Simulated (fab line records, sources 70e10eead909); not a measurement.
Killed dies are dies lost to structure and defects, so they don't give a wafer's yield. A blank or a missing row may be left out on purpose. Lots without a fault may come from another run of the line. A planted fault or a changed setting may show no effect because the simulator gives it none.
Which tool did it? | flow nand_harc | 13 lots, 39 wafers sampled, at 5 steps of a route of 1302

WHAT THE GAUGES READ, wafer by wafer
NHARC_END_SORT_01. Usual: killed_at_array 59, standard deviation 20; killed_at_other 0.8, standard deviation 1.1; killed_at_periphery 5, standard deviation 3.1; killed_dies 64, standard deviation 21; killed_open 3.4, standard deviation 1.9; killed_short 2.3, standard deviation 1.7.
lot  | measured     | on        | killed_at_array | killed_at_other | killed_at_periphery | killed_dies | killed_open | killed_short | flag
L489 | day 27 22:22 | prober-02 | 674 674 673     | 0 0 0           | 3 3 4               | 677 677 677 | 2 2 3       | 2 1 2        | OFF
L490 | day 29 02:28 | prober-01 | 674 673 667     | 1 0 1           | 2 4 9               | 677 677 677 | 2 4 10      | 3 2 1        | OFF
L492 | day 29 17:34 | prober-02 | 673 671 669     | 0 2 3           | 4 4 5               | 677 677 677 | 0 4 5       | 3 3 4        | OFF

WHICH TOOL RAN EACH LOT (tool, then ch and the chambers of the sampled wafers, then the start)
lot  | NHARC_A_STAIRCASE_DEP_156       | NHARC_A_STAIRCASE_ETCH_13          | NHARC_A_STAIRCASE_TRIM_16                     | NHARC_A_STAIRCASE_ETCH_17
L481 | pecvd-03 ch 1,2, day 15 10:31   | rie_diel-04 ch 0,2,3, day 15 13:26 | rie_diel-04 ch 1,3, no start                  | rie_diel-04 ch 1,2, no start
L483 | pecvd-04 ch 0,1,2, day 17 02:31 | rie_diel-13 ch 0,1, day 17 05:35   | rie_diel-13 ch 0,3, no start                  | rie_diel-13 ch 0,3, no start
L484 | pecvd-01 ch 0,1,2, day 17 11:16 | rie_diel-04 ch 0,1,3, day 17 14:22 | rie_diel-04 ch 0,1,3, no start                | rie_diel-04 ch 1,2,3, no start
L485 | pecvd-01 ch 0,1, day 17 22:10   | rie_diel-13 ch 0,1, day 18 01:17   | rie_diel-13 ch 1,2,3, no start                | rie_diel-13 ch 0,1,3, no start
L486 | pecvd-04 ch 0,1,2, day 17 22:20 | rie_diel-13 ch 0,3, day 18 04:35   | rie_diel-13 ch 1,2, no start                  | rie_diel-13 ch 2,3, no start
L489 | pecvd-01 ch 0,1, day 19 14:43   | rie_diel-13 ch 0,1,3, day 19 17:40 | rie_diel-13 ch 0,2,3, day 27 22:22 or earlier | rie_diel-13 ch 1,2,3, day 27 22:22 or earlier
L490 | pecvd-01 ch 0,1,2, day 20 04:16 | rie_diel-13 ch 0,2,3, day 20 07:05 | rie_diel-13 ch 1,2, day 29 02:28 or earlier   | rie_diel-13 ch 2,3, day 29 02:28 or earlier
L492 | pecvd-01 ch 0,1, day 20 14:33   | rie_diel-13 ch 0,1,3, day 20 18:06 | rie_diel-13 ch 0,1, day 29 17:34 or earlier   | rie_diel-13 ch 0,2, day 29 17:34 or earlier
L499 | pecvd-01 ch 0,1, day 23 07:01   | rie_diel-13 ch 0,2, day 23 09:55   | rie_diel-13 ch 1,2, no start                  | rie_diel-13 ch 0,2,3, no start
L500 | pecvd-04 ch 0,2, day 24 02:06   | rie_diel-13 ch 0,1,3, day 24 05:10 | rie_diel-13 ch 0,3, no start                  | rie_diel-13 ch 1,2,3, no start
L501 | pecvd-03 ch 0,1, day 24 18:21   | rie_diel-13 ch 2,3, day 24 21:59   | rie_diel-13 ch 0,1,2, no start                | rie_diel-13 ch 0,1, no start
L502 | pecvd-01 ch 0,1, day 24 18:22   | rie_diel-04 ch 1,2,3, day 24 21:23 | rie_diel-04 ch 1,2,3, no start                | rie_diel-04 ch 0,1,2, no start
L503 | pecvd-04 ch 0,2, day 24 22:41   | rie_diel-13 ch 0,2, day 25 01:55   | rie_diel-13 ch 2,3, no start                  | rie_diel-13 ch 0,1,2, no start
- NHARC_A_STAIRCASE_DEP_156: deposits SiNx, target thk 50 nm.
- NHARC_A_STAIRCASE_ETCH_13: etches the open film in C4F8/O2, target depth 100 nm, time 40.5 s.
- NHARC_A_STAIRCASE_TRIM_16: chemistry O2, time 211.2 s.
- NHARC_A_STAIRCASE_ETCH_17: etches the open film in C4F8/O2, target depth 100 nm, time 40.5 s.

WHAT THE TOOLS THEMSELVES READ (means of the sampled wafers that have a number; where no wafer has one, the mark that the record gives instead)
NHARC_A_STAIRCASE_DEP_156. Usual: heater_power_outer_w 419 W, standard deviation 81; heater_power_w 708 W, standard deviation 110.
lot  | tool     | heater_power_outer_w (W) | heater_power_w (W) | flag
L481 | pecvd-03 | 469                      | 757                |
L483 | pecvd-04 | 394                      | 658                |
L484 | pecvd-01 | 361                      | 656                |
L485 | pecvd-01 | 425                      | 707                |
L486 | pecvd-04 | 379                      | 640                |
L489 | pecvd-01 | 434                      | 737                |
L490 | pecvd-01 | 429                      | 738                |
L492 | pecvd-01 | 359                      | 629                |
L499 | pecvd-01 | 392                      | 699                |
L500 | pecvd-04 | 376                      | 641                |
L501 | pecvd-03 | 510                      | 807                |
L502 | pecvd-01 | 374                      | 662                |
L503 | pecvd-04 | 405                      | 662                |

NHARC_A_STAIRCASE_ETCH_13. Usual: oes_product_au 0.946 a.u., standard deviation 0.016; rf_fwd_power_W 591.4 W, standard deviation 2.8; rf_vpp_V 897 V, standard deviation 5.
lot  | tool        | oes_product_au (a.u.) | rf_fwd_power_W (W) | rf_vpp_V (V) | flag
L481 | rie_diel-04 | 0.957                 | 590.5              | 898          |
L483 | rie_diel-13 | 0.957                 | 588.9              | 902          |
L484 | rie_diel-04 | 0.934                 | 591.7              | 900          |
L485 | rie_diel-13 | 0.954                 | 592.9              | 902          |
L486 | rie_diel-13 | 0.925                 | 592.1              | 895          |
L489 | rie_diel-13 | 0.719                 | 353.4              | 899          | OFF
L490 | rie_diel-13 | 0.722                 | 349.4              | 894          | OFF
L492 | rie_diel-13 | 0.707                 | 352.9              | 898          | OFF
L499 | rie_diel-13 | 0.955                 | 591.1              | 894          |
L500 | rie_diel-13 | 0.941                 | 593.3              | 898          |
L501 | rie_diel-13 | 0.926                 | 590.2              | 890          |
L502 | rie_diel-04 | 0.965                 | 590.1              | 898          |
L503 | rie_diel-13 | 0.933                 | 589.1              | 890          |

NHARC_A_STAIRCASE_TRIM_16. Usual: drypump_motor_current_A 5.8 A, standard deviation 0.62; oes_product_au 1.002 a.u., standard deviation 0.013; rf_vpp_V 57.9 V, standard deviation 0.83; showerhead_plenum_p_Torr 3.55 Torr, standard deviation 0.14; throttle_valve_pct 17.036 %, standard deviation 0.0098.
lot  | tool        | drypump_motor_current_A (A) | oes_product_au (a.u.) | rf_vpp_V (V) | showerhead_plenum_p_Torr (Torr) | throttle_valve_pct (%) | flag
L481 | rie_diel-04 | 5.8                         | 1.006                 | 57.8         | 3.66                            | 17.030                 |
L483 | rie_diel-13 | 5.8                         | 0.983                 | 57.1         | 3.52                            | 17.044                 |
L484 | rie_diel-04 | 5.8                         | 1.009                 | 58.4         | 3.64                            | 17.038                 |
L485 | rie_diel-13 | 5.8                         | 0.990                 | 57.5         | 3.55                            | 17.042                 |
L486 | rie_diel-13 | 5.4                         | 1.005                 | 57.4         | 3.50                            | 17.033                 |
L489 | rie_diel-13 | 5.4                         | 1.004                 | 58.1         | 3.46                            | 17.029                 |
L490 | rie_diel-13 | 5.4                         | 1.003                 | 57.1         | 3.49                            | 17.032                 |
L492 | rie_diel-13 | 6.1                         | 0.993                 | 57.7         | 3.67                            | 17.040                 |
L499 | rie_diel-13 | 6.0                         | 1.007                 | 57.4         | 3.61                            | 17.039                 |
L500 | rie_diel-13 | 5.6                         | 0.996                 | 57.5         | 3.49                            | 17.031                 |
L501 | rie_diel-13 | 5.6                         | 1.000                 | 57.7         | 3.52                            | 17.038                 |
L502 | rie_diel-04 | 5.5                         | 1.008                 | 58.4         | 3.59                            | 17.036                 |
L503 | rie_diel-13 | 5.3                         | 0.992                 | 57.4         | 3.39                            | 17.033                 |

NHARC_A_STAIRCASE_ETCH_17. Usual: oes_product_au 0.946 a.u., standard deviation 0.013; rf_fwd_power_W 591.3 W, standard deviation 2.5; rf_vpp_V 897 V, standard deviation 5.1.
lot  | tool        | oes_product_au (a.u.) | rf_fwd_power_W (W) | rf_vpp_V (V) | flag
L481 | rie_diel-04 | 0.930                 | 588.3              | 898          |
L483 | rie_diel-13 | 0.932                 | 591.9              | 896          |
L484 | rie_diel-04 | 0.956                 | 591.5              | 900          |
L485 | rie_diel-13 | 0.927                 | 591.7              | 899          |
L486 | rie_diel-13 | 0.951                 | 591.3              | 893          |
L489 | rie_diel-13 | 0.948                 | 590.4              | 897          |
L490 | rie_diel-13 | 0.947                 | 589.6              | 892          |
L492 | rie_diel-13 | 0.947                 | 591.2              | 894          |
L499 | rie_diel-13 | 0.937                 | 590.0              | 893          |
L500 | rie_diel-13 | 0.951                 | 590.8              | 896          |
L501 | rie_diel-13 | 0.943                 | 592.5              | 900          |
L502 | rie_diel-04 | 0.963                 | 590.7              | 897          |
L503 | rie_diel-13 | 0.944                 | 590.2              | 895          |

THE ANSWER, worked out from the rows above alone
Rule: a lot is off if the mean of its wafers that have a number lies more than 3 standard deviations from the usual mean. A lot without any number at a reading at which 4 lots or more have one is off too. The other lots that the step has rows for count as sound. The gauges are gone through in route order, then the tools' own readings, and for those a lot's mean is taken as printed above. The first step at which some lot is off is used, and at that step the reading that is off furthest; a lot without a number counts as furthest.
Off: L489, L490, L492, at NHARC_END_SORT_01 (killed_at_array). Neither off nor sound, because the step has no rows for them: L481, L483, L484, L485, L486, L499, L500, L501, L502, L503.
A tool fits if, at a process step before that reading, it ran every lot that is off, and no sound lot after the first of them. The gauges at NHARC_END_SORT_01 aren't tried: what is off there is off at NHARC_A_STAIRCASE_ETCH_13 too, on other tools, and a gauge's error can't cause that. NHARC_A_STAIRCASE_TRIM_16 gives no start for some lots, so the hours and the order of its lots are those of NHARC_END_SORT_01. NHARC_A_STAIRCASE_ETCH_17 gives no start for some lots, so the hours and the order of its lots are those of NHARC_END_SORT_01. Can't be told from this: 2 tools fit, pecvd-01 at NHARC_A_STAIRCASE_DEP_156, rie_diel-13 at NHARC_A_STAIRCASE_ETCH_13 and NHARC_A_STAIRCASE_TRIM_16 and NHARC_A_STAIRCASE_ETCH_17.

WHAT THE SIMULATOR HAD PUT IN
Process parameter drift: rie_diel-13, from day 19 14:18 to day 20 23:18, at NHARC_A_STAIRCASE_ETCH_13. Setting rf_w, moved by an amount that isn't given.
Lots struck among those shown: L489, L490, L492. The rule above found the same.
